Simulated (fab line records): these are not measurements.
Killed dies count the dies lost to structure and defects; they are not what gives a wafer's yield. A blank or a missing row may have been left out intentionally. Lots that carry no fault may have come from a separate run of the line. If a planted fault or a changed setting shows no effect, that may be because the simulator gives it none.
Split-lot trial ; flow n5_finfet ; 21 wafers read from 7 lots, route of 1938 steps

## ABOUT THE SPLIT
At N5_BEOL_M6_EXPOSE_25 (exposes mask V5, target cd 40 nm), the setting dose_mj was moved away from the recipe's 45 on 4 of the 21 wafers read, by -4.0% to +6.0%. All remaining wafers had this setting at the recipe value.

## FROM THE SPLIT TO THE READING: what the file shows between them, 8 steps
- N5_BEOL_M6_PEB_26: peb time 60 s
- N5_BEOL_M6_DEVELOP_27: develop time 30 s
- N5_BEOL_M6_DESCUM_33: chemistry O2, time 7 s
- N5_BEOL_M6_ETCH_72: etches underlayer in N2/H2, target depth 6.5 nm, time 5.2 s
- N5_BEOL_M6_ETCH_65: etches SiARC in CF4, target depth 15.6 nm, time 26 s
- N5_BEOL_M6_ETCH_66: etches SOC in N2/H2, target depth 80 nm, overetch 16 nm, time 120 s
- N5_BEOL_M6_STRIP_69: strips in N2/H2
- N5_BEOL_M6_STRIP_73: strips in N2/H2

## THE READING
BEOL_M6.cd_nm (the simulator's own value, which no gauge read), in nm, at N5_BEOL_M6_VIA_ETCH_34 (etches SiCOH lowk in C4F6/O2, target depth 126.3 nm, time 50.9 s). No usual value for it is given in the file. Average 40.0 nm, standard deviation 0.21 nm, over the 17 wafers here run with the recipe.

wafer;tool, chamber at the split;dose_mj as run;against the recipe;BEOL_M6.cd_nm, nm;against lot-mates on the recipe
L077.2;euv_scanner-01, 0;45;recipe;40.2;-
L077.6;euv_scanner-01, 0;45;recipe;40.2;-
L077.4;euv_scanner-01, 0;45;recipe;40;-
L079.1;euv_scanner-02, 0;45;recipe;40;-
L079.3;euv_scanner-02, 0;45;recipe;40.2;-
L079.6;euv_scanner-02, 0;45;recipe;39.8;-
L081.4;euv_scanner-01, 0;45;recipe;40;-
L081.5;euv_scanner-01, 0;45;recipe;40.2;-
L081.6;euv_scanner-01, 0;47.69;+6.0%;41.4;+1.3
L083.2;euv_scanner-01, 0;45;recipe;40;-
L083.3;euv_scanner-01, 0;45;recipe;40.2;-
L083.6;euv_scanner-01, 0;45;recipe;40.4;-
L088.1;euv_scanner-02, 0;45;recipe;39.8;-
L088.3;euv_scanner-02, 0;45;recipe;39.6;-
L088.6;euv_scanner-02, 0;45;recipe;40.4;-
L086.1;euv_scanner-02, 0;45;recipe;40;-
L086.4;euv_scanner-02, 0;45;recipe;40;-
L086.6;euv_scanner-02, 0;43.2;-4.0%;39.2;-0.8
L092.2;euv_scanner-02, 0;45;recipe;39.8;-
L092.4;euv_scanner-02, 0;43.75;-2.8%;39.2;-0.6
L092.5;euv_scanner-02, 0;43.75;-2.8%;39.2;-0.6

FIT RESULTS
A straight line over all 21 wafers: BEOL_M6.cd_nm changes by +0.24 nm for each +1% of dose_mj; r = +0.91; the points scatter about the line by 0.21 nm.
The same after taking each lot's own level away (the mean of its wafers on the recipe; 21 wafers): +0.213 nm for each +1%; r = +0.92; scatter 0.17 nm.
The reading moves by 1.3 nm for the largest change in dose_mj, on that fit.
The span of the lots' own levels, 39.80 to 40.20 nm, comes to 1.9 times the standard deviation stated above.
So the lot-to-lot level changes the slope: the two fits differ.
Check: for one of the wafers moved furthest among these (+6.0%), held out of the fit, the line's prediction against its lot-mates is +1.24 nm. Against them it came out at +1.3 nm.

## THE WHOLE CHAIN: every reading that the file lists as answering this split, in the file's order
step;what it does;reading;change (the file's fit);r (the file's)
N5_BEOL_M6_DESCUM_33;chemistry O2, time 7 s;BEOL_M6.cd_nm (the simulator's own value, which no gauge read);+0.247 nm for each +1% of the setting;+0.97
N5_BEOL_M6_ETCH_72;etches underlayer in N2/H2, target depth 6.5 nm, time 5.2 s;BEOL_M6.cd_nm (the simulator's own value, which no gauge read);+0.241 nm for each +1% of the setting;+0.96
N5_BEOL_M6_ETCH_65;etches SiARC in CF4, target depth 15.6 nm, time 26 s;BEOL_M6.cd_nm (the simulator's own value, which no gauge read);+0.234 nm for each +1% of the setting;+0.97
N5_BEOL_M6_VIA_ETCH_34;etches SiCOH lowk in C4F6/O2, target depth 126.3 nm, time 50.9 s;BEOL_M6.cd_nm (the simulator's own value, which no gauge read);+0.213 nm for each +1% of the setting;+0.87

## THE FILE'S OWN FIT
BEOL_M6.cd_nm changes by +0.213 nm for each +1% of dose_mj, r = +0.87.
